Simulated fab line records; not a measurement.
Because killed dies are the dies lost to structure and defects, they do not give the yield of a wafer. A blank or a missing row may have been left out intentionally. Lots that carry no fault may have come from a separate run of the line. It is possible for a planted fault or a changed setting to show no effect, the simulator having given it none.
fab line records	flow nandHarc	part 1 of 2: steps 1 to 37 of 43
record lots=5	wafers=15	lastDay=23
route steps=1159 shown P_STI@107 P_GATE@110
lots untouched by any fault: they come from a run of this same line in which no faults occurred
startH: hours from the record's opening day to when the first of the lot's shown wafers began	waitH: hours from the lot's prior step to this one	" identical to the entry in the row above	L1.1+2: a row that stands for several wafers	- no value, or no start given	* or withheld: withheld	< > ~ a bound
route shown NAME@n: a module of which the file shows steps, and the number in the route of the first	usual: mean/standard deviation of fault-free wafers	same: alike in all rows	chamber/n: place in a boat	sites: each site's reading	_std_site: the standard deviation of these	_edge_site: the outer-site mean with the inner-site mean subtracted	radiusMm: how far each site lies from the wafer's centre	mask NAME#n: copy n	behind: the most recent tool/chamber to have shaped the wafer	hold: what put the lot on hold/how long, in hours/how the hold closed	device: transistor that didn't switch, given as n, p or np	end of line: the tests these same wafers got at the end of their route	where a step has no rows: the recipe by itself	killed: count of dies lost to structure and defects at first sort (not the wafer's yield)	map: shows each die of a wafer: x if killed, . if not, _ if none is there
set.NAME: the setting that was run; set.NAME@STEP: the one run at that earlier step	model.NAME: the simulator's own value behind a step, which no gauge read
lots seen at some steps along the route; tables by step, rows by wafer
services: from which hour (startH, from the record's first day; less than 0 if before it) a tool's chamber was out of use, for how many hours, and why
## steps
# step NHARC_P_STI_SRD_39
lot.wafer	tool	chamber	startH	waitH
L076.4+6+3	wetBench-01	4,5,0	-	-
L078.1+4+3	wetBench-09	5,7,0	-	-
L084.4+5+1	wetBench-02	4,6,1	-	-
L091.4+2+6	wetBench-09	1,5,6	-	-
L093.5+4+6	wetBench-09	7,0,1	-	-
# step NHARC_P_STI_OXIDE_40
# recipe targetThkA=100	tempC=900	oxTimeS=1362	material=SiO2
# usual zonePowerCentrePct=20.0/2.1
lot.wafer	tool	chamber	startH	waitH	zonePowerCentrePct
L076.3	furnace-05	0	70.53	-	18.5
L076.4	"	0	"	"	18.6
L076.6	"	0	"	"	18.7
L078.1	furnace-05	0	78.50	-	18.7
L078.3	"	0	"	"	18.4
L078.4	"	0	"	"	18.5
L084.1	furnace-06	0	122.20	-	22.7
L084.4	"	0	"	"	23.1
L084.5	"	0	"	"	22.7
L091.2	furnace-06	0	165.57	-	22.8
L091.4	"	0	"	"	22.8
L091.6	"	0	"	"	22.4
L093.4	furnace-04	0	172.48	-	18.2
L093.5	"	0	"	"	18.2
L093.6	"	0	"	"	18.5
# step NHARC_P_STI_INSPECT_25
# usual rawDefectCount=211/84
lot.wafer	tool	chamber	startH	waitH	rawDefectCount
L076.3	defectInspect-02	-	74.60	0.4	190
L076.4	"	-	"	"	330
L076.6	"	-	"	"	261
L078.1	defectInspect-01	-	82.56	0.4	225
L078.3	"	-	"	"	191
L078.4	"	-	"	"	153
L084.1	defectInspect-01	-	126.30	0.4	128
L084.4	"	-	"	"	128
L084.5	"	-	"	"	172
L091.2	defectInspect-02	-	169.66	0.4	134
L091.4	"	-	"	"	215
L091.6	"	-	"	"	194
L093.4	defectInspect-01	-	176.56	0.4	193
L093.5	"	-	"	"	95
L093.6	"	-	"	"	115
# step NHARC_P_GATE_ETCH_69
# recipe targetDepthA=140	chemistry=dHF	material=SiO2
lot.wafer	tool	chamber	startH	waitH
L076.6+3+4	wetBench-06	1,2,3	74.74	0.1
L078.3+1+4	wetBench-06	5,6,7	82.67	0.1
L084.1+5+4	wetBench-05	3,4,6	126.38	0.1
L091.2+4+6	wetBench-07	5,6,2	169.71	0.1
L093.5+4+6	wetBench-07	2,4,5	176.61	0.0
# step NHARC_P_GATE_PRECLEAN_70
# recipe timeS=*	tempC=50	bathAgeMin=0	chemistry=SC1
lot.wafer	tool	chamber	startH	waitH
L076.6+3+4	wetBench-06	1,2,3	74.85	0.1
L078.3+1+4	wetBench-06	5,6,7	82.81	0.1
L084.1+5+4	wetBench-05	3,4,6	126.45	0.1
L091.2+4+6	wetBench-07	5,6,2	169.80	0.1
L093.5+4+6	wetBench-07	2,4,5	176.71	0.1
# step NHARC_P_GATE_SRD_01
lot.wafer	tool	chamber	startH	waitH
L076.6+3+4	wetBench-06	1,2,3	-	-
L078.3+1+4	wetBench-06	5,6,7	-	-
L084.1+5+4	wetBench-05	3,4,6	-	-
L091.2+4+6	wetBench-07	5,6,2	-	-
L093.5+4+6	wetBench-07	2,4,5	-	-
# step NHARC_P_GATE_OXIDE_02
# recipe targetThkA=375	tempC=950	pH2oTorr=720	oxTimeS=365	material=SiO2
# usual zonePowerCentrePct=19.9/1
lot.wafer	tool	chamber	startH	waitH	zonePowerCentrePct
L076.3	furnace-07	0	77.65	-	19.3
L076.4	"	0	"	"	19.2
L076.6	"	0	"	"	19.0
L078.1	furnace-02	0	85.84	-	21.3
L078.3	"	0	"	"	21.3
L078.4	"	0	"	"	21.4
L084.1	furnace-03	0	130.81	-	18.9
L084.4	"	0	"	"	19.1
L084.5	"	0	"	"	18.7
L091.2	furnace-02	0	172.94	-	21.4
L091.4	"	0	"	"	21.4
L091.6	"	0	"	"	21.4
L093.4	furnace-02	0	179.84	-	21.4
L093.5	"	0	"	"	21.7
L093.6	"	0	"	"	21.1
# step NHARC_P_GATE_DEHYDRATE_03
# recipe tempC=150	timeS=120
lot.wafer	tool	chamber	startH	waitH
L076.3+4+6	lithoTrack-02	0	82.22	0.4
L078.1+3+4	lithoTrack-07	0	90.37	0.4
L084.1+4+5	lithoTrack-07	0	135.41	0.4
L091.2+4+6	lithoTrack-07	0	177.53	0.4
L093.4+5+6	lithoTrack-03	0	184.37	0.4
# step NHARC_P_GATE_HMDS_04
# recipe timeS=30
lot.wafer	tool	chamber	startH	waitH
L076.3+4+6	lithoTrack-02	0	-	-
L078.1+3+4	lithoTrack-07	0	-	-
L084.1+4+5	lithoTrack-07	0	-	-
L091.2+4+6	lithoTrack-07	0	-	-
L093.4+5+6	lithoTrack-03	0	-	-
# step NHARC_P_GATE_COAT_05
# recipe spinRpm=4690
lot.wafer	tool	chamber	startH	waitH
L076.3+4+6	lithoTrack-02	0	-	-
L078.1+3+4	lithoTrack-07	0	-	-
L084.1+4+5	lithoTrack-07	0	-	-
L091.2+4+6	lithoTrack-07	0	-	-
L093.4+5+6	lithoTrack-03	0	-	-
# step NHARC_P_GATE_SOFTBAKE_06
# recipe tempC=122	timeS=95
lot.wafer	tool	chamber	startH	waitH
L076.3+4+6	lithoTrack-02	0	-	-
L078.1+3+4	lithoTrack-07	0	-	-
L084.1+4+5	lithoTrack-07	0	-	-
L091.2+4+6	lithoTrack-07	0	-	-
L093.4+5+6	lithoTrack-03	0	-	-
# step NHARC_P_GATE_EBR_07
lot.wafer	tool	chamber	startH	waitH
L076.3+4+6	lithoTrack-02	0	-	-
L078.1+3+4	lithoTrack-07	0	-	-
L084.1+4+5	lithoTrack-07	0	-	-
L091.2+4+6	lithoTrack-07	0	-	-
L093.4+5+6	lithoTrack-03	0	-	-
# step NHARC_P_GATE_EXPOSE_08
# recipe na=0.6	doseMj=16.75	maskId=P_HV
lot.wafer	tool	chamber	startH	waitH	mask
L076.3+4+6	krfScanner-04	0	82.54	-	P_HV#0
L078.1+3+4	krfScanner-03	0	90.64	-	P_HV#0
L084.1+4+5	krfScanner-03	0	135.68	-	P_HV#0
L091.2+4+6	krfScanner-02	0	177.68	-	P_HV#0
L093.4+5+6	krfScanner-02	0	184.65	-	P_HV#0
# step NHARC_P_GATE_PEB_09
# recipe pebTempC=118	pebTimeS=85
lot.wafer	tool	chamber	startH	waitH
L076.3+4+6	lithoTrack-03	0	82.60	0.1
L078.1+3+4	lithoTrack-07	0	90.71	0.1
L084.1+4+5	lithoTrack-02	0	135.75	0.1
L091.2+4+6	lithoTrack-02	0	177.74	0.1
L093.4+5+6	lithoTrack-07	0	184.71	0.0
# step NHARC_P_GATE_DEVELOP_10
# recipe timeS=70
lot.wafer	tool	chamber	startH	waitH
L076.3+4+6	lithoTrack-03	0	-	-
L078.1+3+4	lithoTrack-07	0	-	-
L084.1+4+5	lithoTrack-02	0	-	-
L091.2+4+6	lithoTrack-02	0	-	-
L093.4+5+6	lithoTrack-07	0	-	-
# step NHARC_P_GATE_CD_MEAS_11
# recipe targetCdNm=1640	landingEnergyEv=500
# usual cdNm=1639.6/1.3
lot.wafer	tool	chamber	startH	waitH	cdNm
L076.3	cdSem-02	0	82.69	-	1641.6
L076.4	"	0	"	"	1640.5
L076.6	"	0	"	"	1639.5
L078.1	cdSem-01	0	90.80	-	1640.6
L078.3	"	0	"	"	1641.2
L078.4	"	0	"	"	1641.0
L084.1	cdSem-02	0	135.84	-	1638.9
L084.4	"	0	"	"	1639.6
L084.5	"	0	"	"	1637.5
L091.2	cdSem-01	0	177.83	-	1641.5
L091.4	"	0	"	"	1638.8
L091.6	"	0	"	"	1640.1
L093.4	cdSem-03	0	184.80	-	1642.0
L093.5	"	0	"	"	1640.0
L093.6	"	0	"	"	1640.3
# step NHARC_P_GATE_HARDBAKE_12
# recipe tempC=125	timeS=80
lot.wafer	tool	chamber	startH	waitH
L076.3+4+6	lithoTrack-07	0	82.77	-
L078.1+3+4	lithoTrack-07	0	90.88	-
L084.1+4+5	lithoTrack-07	0	135.92	-
L091.2+4+6	lithoTrack-02	0	177.91	-
L093.4+5+6	lithoTrack-07	0	184.88	-
# step NHARC_P_GATE_DESCUM_13
# recipe timeS=3	o2FlowSccm=200	arFlowSccm=0	biasPowerW=0	chemistry=O2
# usual drypumpMotorCurrentA=5.81/0.26	oesProductAu=1.000/0.0079	rfVppV=57.8/0.97	showerheadPlenumPTorr=1.90/0.078	throttleValvePct=11.310/0.0085
lot.wafer	tool	chamber	startH	waitH	drypumpMotorCurrentA	oesProductAu	rfHoursCounterH	rfVppV	showerheadPlenumPTorr	throttleValvePct
L076.3	rieDiel-11	3	82.85	-	5.74	1.013	24	57.3	1.83	11.295
L076.4	"	1	"	"	6.41	0.998	23	57.2	1.97	11.331
L076.6	"	3	"	"	5.76	1.014	-	56.9	1.83	11.316
L078.1	rieDiel-07	2	90.96	-	5.84	0.983	5	58.0	1.95	11.297
L078.4	"	3	"	"	5.57	0.996	5	57.2	1.95	11.314
L078.3	"	1	"	"	5.89	1.001	5	57.4	1.83	11.323
L084.1	rieDiel-07	3	136.01	-	5.56	0.997	11	57.9	1.95	11.311
L084.4	"	1	"	"	5.85	1.013	11	57.4	1.83	11.321
L084.5	"	3	"	"	5.54	0.992	-	56.3	1.95	11.321
L091.2	rieDiel-07	3	177.99	-	5.56	0.989	20	56.6	1.95	11.314
L091.4	"	0	"	"	5.86	0.993	20	57.4	1.84	11.302
L091.6	"	0	"	"	5.84	0.996	-	57.1	1.84	11.304
L093.4	rieDiel-11	0	184.96	-	5.47	1.002	62	59.6	2.02	11.313
L093.6	"	0	"	"	5.49	1.001	-	57.6	2.02	11.319
L093.5	"	1	"	"	6.40	0.990	-	58.3	1.96	11.312
# step NHARC_P_GATE_ETCH_14
# recipe targetDepthA=488	chemistry=dHF	material=SiO2
lot.wafer	tool	chamber	startH	waitH
L076.4+6+3	wetBench-05	5,7,0	82.99	0.1
L078.1+4+3	wetBench-07	0,2,3	91.11	0.1
L084.1+5+4	wetBench-05	2,3,6	136.14	0.1
L091.4+2+6	wetBench-06	2,3,6	178.14	0.1
L093.6+4+5	wetBench-07	0,1,3	185.11	0.1
# step NHARC_P_GATE_STRIP_15
# recipe timeS=780	tempC=130	chemistry=SPM
lot.wafer	tool	chamber	startH	waitH
L076.4+6+3	wetBench-05	5,7,0	83.03	0.0
L078.1+4+3	wetBench-07	0,2,3	91.15	0.0
L084.1+5+4	wetBench-05	2,3,6	136.18	0.0
L091.4+2+6	wetBench-06	2,3,6	178.18	0.0
L093.6+4+5	wetBench-07	0,1,3	185.15	0.0
# step NHARC_P_GATE_PRECLEAN_71
# recipe timeS=*	tempC=50	bathAgeMin=0	chemistry=SC1
lot.wafer	tool	chamber	startH	waitH
L076.4+6+3	wetBench-05	5,7,0	-	-
L078.1+4+3	wetBench-07	0,2,3	-	-
L084.1+5+4	wetBench-05	2,3,6	-	-
L091.4+2+6	wetBench-06	2,3,6	-	-
L093.6+4+5	wetBench-07	0,1,3	-	-
# step NHARC_P_GATE_SRD_72
lot.wafer	tool	chamber	startH	waitH
L076.4+6+3	wetBench-05	5,7,0	-	-
L078.1+4+3	wetBench-07	0,2,3	-	-
L084.1+5+4	wetBench-05	2,3,6	-	-
L091.4+2+6	wetBench-06	2,3,6	-	-
L093.6+4+5	wetBench-07	0,1,3	-	-
# step NHARC_P_GATE_OXIDE_16
# recipe targetThkA=30	tempC=875	oxTimeS=392	material=SiO2
# usual zonePowerCentrePct=16.4/0.8
lot.wafer	tool	chamber	startH	waitH	zonePowerCentrePct
L076.3	furnace-03	0	87.08	-	15.5
L076.4	"	0	"	"	15.7
L076.6	"	0	"	"	16.0
L078.1	furnace-02	0	94.49	-	18.1
L078.3	"	0	"	"	18.0
L078.4	"	0	"	"	17.8
L084.1	furnace-03	0	139.53	-	16.0
L084.4	"	0	"	"	15.9
L084.5	"	0	"	"	15.9
L091.2	furnace-07	0	181.29	-	16.1
L091.4	"	0	"	"	16.1
L091.6	"	0	"	"	16.2
L093.4	furnace-03	0	188.50	-	15.8
L093.5	"	0	"	"	16.0
L093.6	"	0	"	"	15.7
# step NHARC_P_GATE_CVD_17
# recipe targetThkA=1500	tempC=620	timeS=900	material=poly-Si
# usual zonePowerCentrePct=9.9/0.9
lot.wafer	tool	chamber	startH	waitH	zonePowerCentrePct
L076.3	lpcvdPoly-01	0	93.34	2.7	10.5
L076.4	"	0	"	"	10.6
L076.6	"	0	"	"	10.8
L078.1	lpcvdPoly-01	0	100.66	2.7	10.9
L078.3	"	0	"	"	10.8
L078.4	"	0	"	"	10.5
L084.1	lpcvdPoly-04	0	145.95	2.9	8.9
L084.4	"	0	"	"	8.6
L084.5	"	0	"	"	8.6
L091.2	lpcvdPoly-01	0	187.50	2.7	10.8
L091.4	"	0	"	"	10.5
L091.6	"	0	"	"	10.7
L093.4	lpcvdPoly-04	0	194.87	2.9	8.8
L093.5	"	0	"	"	8.8
L093.6	"	0	"	"	8.8
# step NHARC_P_GATE_HM_DEP_102
# recipe targetThkA=1200	tempC=400	material=aC
# usual throttleValvePct=35.001/0.0094
lot.wafer	tool	chamber	startH	waitH	throttleValvePct
L076.3	aclDep-01	0	96.14	0.6	35.006
L076.4	"	0	"	"	35.004
L076.6	"	0	"	"	35.005
L078.1	aclDep-02	0	103.24	0.4	34.994
L078.3	"	0	"	"	35.004
L078.4	"	0	"	"	35.010
L084.1	aclDep-01	0	148.57	0.4	34.993
L084.4	"	0	"	"	35.006
L084.5	"	0	"	"	34.998
L091.2	aclDep-01	0	190.21	0.5	35.008
L091.4	"	0	"	"	34.993
L091.6	"	0	"	"	34.992
L093.4	aclDep-01	0	197.81	0.7	35.015
L093.5	"	0	"	"	35.004
L093.6	"	0	"	"	35.006
# step NHARC_P_GATE_DEP_103
# recipe targetThkA=300	targetThkNm=30	tempC=400	flowSccm=200	rfW=350	material=SiON
# usual heaterPowerW=772/110
lot.wafer	tool	chamber	startH	waitH	heaterPowerW
L076.3	pecvd-04	1	96.67	0.4	728
L076.6	"	0	"	"	963
L076.4	"	1	"	"	736
L078.1	pecvd-03	2	103.93	0.6	746
L078.3	"	0	"	"	540
L078.4	"	0	"	"	551
L084.1	pecvd-01	0	149.29	0.6	598
L084.4	"	2	"	"	865
L084.5	"	0	"	"	588
L091.2	pecvd-01	2	190.83	0.5	896
L091.6	"	0	"	"	648
L091.4	"	2	"	"	868
L093.4	pecvd-01	2	198.28	0.4	793
L093.6	"	0	"	"	696
L093.5	"	1	"	"	693
# step NHARC_P_GATE_DEHYDRATE_18
# recipe tempC=150	timeS=120
lot.wafer	tool	chamber	startH	waitH
L076.3+4+6	lithoTrack-06	0	96.91	0.2
L078.1+3+4	lithoTrack-04	0	104.20	0.2
L084.1+4+5	lithoTrack-01	0	149.50	0.2
L091.2+4+6	lithoTrack-01	0	191.04	0.2
L093.4+5+6	lithoTrack-06	0	198.47	0.2
# step NHARC_P_GATE_HMDS_19
# recipe timeS=30
lot.wafer	tool	chamber	startH	waitH
L076.3+4+6	lithoTrack-06	0	-	-
L078.1+3+4	lithoTrack-04	0	-	-
L084.1+4+5	lithoTrack-01	0	-	-
L091.2+4+6	lithoTrack-01	0	-	-
L093.4+5+6	lithoTrack-06	0	-	-
# step NHARC_P_GATE_COAT_20
# recipe spinRpm=1500	resistThkNm=90
# usual dispensePressureKPa=52/5.8
lot.wafer	tool	chamber	startH	waitH	dispensePressureKPa
L076.3	lithoTrack-06	0	-	-	56
L076.4	"	0	"	"	56
L076.6	"	0	"	"	56
L078.1	lithoTrack-04	0	-	-	58
L078.3	"	0	"	"	58
L078.4	"	0	"	"	58
L084.1	lithoTrack-01	0	-	-	46
L084.4	"	0	"	"	46
L084.5	"	0	"	"	46
L091.2	lithoTrack-01	0	-	-	46
L091.4	"	0	"	"	46
L091.6	"	0	"	"	46
L093.4	lithoTrack-06	0	-	-	56
L093.5	"	0	"	"	56
L093.6	"	0	"	"	56
# step NHARC_P_GATE_SOFTBAKE_21
# recipe tempC=105	timeS=55
lot.wafer	tool	chamber	startH	waitH
L076.3+4+6	lithoTrack-06	0	-	-
L078.1+3+4	lithoTrack-04	0	-	-
L084.1+4+5	lithoTrack-01	0	-	-
L091.2+4+6	lithoTrack-01	0	-	-
L093.4+5+6	lithoTrack-06	0	-	-
# step NHARC_P_GATE_EBR_22
lot.wafer	tool	chamber	startH	waitH
L076.3+4+6	lithoTrack-06	0	-	-
L078.1+3+4	lithoTrack-04	0	-	-
L084.1+4+5	lithoTrack-01	0	-	-
L091.2+4+6	lithoTrack-01	0	-	-
L093.4+5+6	lithoTrack-06	0	-	-
# step NHARC_P_GATE_EXPOSE_23
# recipe na=1.35	targetCdNm=120	doseMj=93.91	maskId=P_GATE
lot.wafer	tool	chamber	startH	waitH	mask
L076.3+4+6	arfiScanner-01	0	97.19	-	P_GATE#0
L078.1+3+4	arfiScanner-01	0	104.60	-	P_GATE#0
L084.1+4+5	arfiScanner-02	0	149.77	-	P_GATE#0
L091.2+4+6	arfiScanner-01	0	191.46	-	P_GATE#0
L093.4+5+6	arfiScanner-02	0	198.76	-	P_GATE#0
# step NHARC_P_GATE_PEB_24
# recipe pebTempC=100	pebTimeS=65
lot.wafer	tool	chamber	startH	waitH
L076.3+4+6	lithoTrack-06	0	97.24	0.0
L078.1+3+4	lithoTrack-01	0	104.66	0.1
L084.1+4+5	lithoTrack-06	0	149.83	0.1
L091.2+4+6	lithoTrack-06	0	191.52	0.1
L093.4+5+6	lithoTrack-01	0	198.81	0.1
# step NHARC_P_GATE_DEVELOP_25
# recipe developTimeS=35	devTempC=23
lot.wafer	tool	chamber	startH	waitH
L076.3+4+6	lithoTrack-06	0	-	-
L078.1+3+4	lithoTrack-01	0	-	-
L084.1+4+5	lithoTrack-06	0	-	-
L091.2+4+6	lithoTrack-06	0	-	-
L093.4+5+6	lithoTrack-01	0	-	-
# step NHARC_P_GATE_CD_MEAS_26
# recipe targetCdNm=120	landingEnergyEv=500
# usual cdNm=120.0/0.52
lot.wafer	tool	chamber	startH	waitH	cdNm
L076.3	cdSem-03	0	97.33	-	120.3
L076.4	"	0	"	"	119.7
L076.6	"	0	"	"	119.9
L078.1	cdSem-02	0	104.74	-	120.0
L078.3	"	0	"	"	120.9
L078.4	"	0	"	"	119.8
L084.1	cdSem-03	0	149.91	-	119.1
L084.4	"	0	"	"	120.4
L084.5	"	0	"	"	120.0
L091.2	cdSem-02	0	191.60	-	120.0
L091.4	"	0	"	"	119.4
L091.6	"	0	"	"	120.5
L093.4	cdSem-03	0	198.90	-	119.5
L093.5	"	0	"	"	119.8
L093.6	"	0	"	"	119.7
# step NHARC_P_GATE_OVL_MEAS_27
# usual overlayXNm=-0.1/0.78	overlayYNm=-0.2/0.98
lot.wafer	tool	chamber	startH	waitH	overlayXNm	overlayYNm
L076.3	overlay-01	-	97.41	-	0.0	0.6
L076.4	"	-	"	"	0.0	0.6
L076.6	"	-	"	"	0.3	0.6
L078.1	overlay-02	-	104.84	-	1.2	-0.9
L078.3	"	-	"	"	1.1	-0.6
L078.4	"	-	"	"	1.2	-0.7
L084.1	overlay-02	-	150.00	-	0.1	-1.0
L084.4	"	-	"	"	-0.2	-0.7
L084.5	"	-	"	"	0.4	-1.2
L091.2	overlay-02	-	191.68	-	-1.8	-2.5
L091.4	"	-	"	"	-1.9	-1.8
L091.6	"	-	"	"	-1.3	-1.9
L093.4	overlay-01	-	198.98	-	-1.3	-1.7
L093.5	"	-	"	"	-1.0	-1.1
L093.6	"	-	"	"	-1.3	-1.4
# step NHARC_P_GATE_INSPECT_28
# usual rawDefectCount=5.7/2.7
lot.wafer	tool	chamber	startH	waitH	rawDefectCount
L076.3	defectInspect-02	-	97.45	0.0	7
L076.4	"	-	"	"	8
L076.6	"	-	"	"	7
L078.1	defectInspect-02	-	104.88	0.0	1
L078.3	"	-	"	"	2
L078.4	"	-	"	"	5
L084.1	defectInspect-02	-	150.03	0.0	2
L084.4	"	-	"	"	2
L084.5	"	-	"	"	11
L091.2	defectInspect-01	-	191.72	0.0	1
L091.4	"	-	"	"	4
L091.6	"	-	"	"	2
L093.4	defectInspect-01	-	199.01	0.0	2
L093.5	"	-	"	"	5
L093.6	"	-	"	"	4
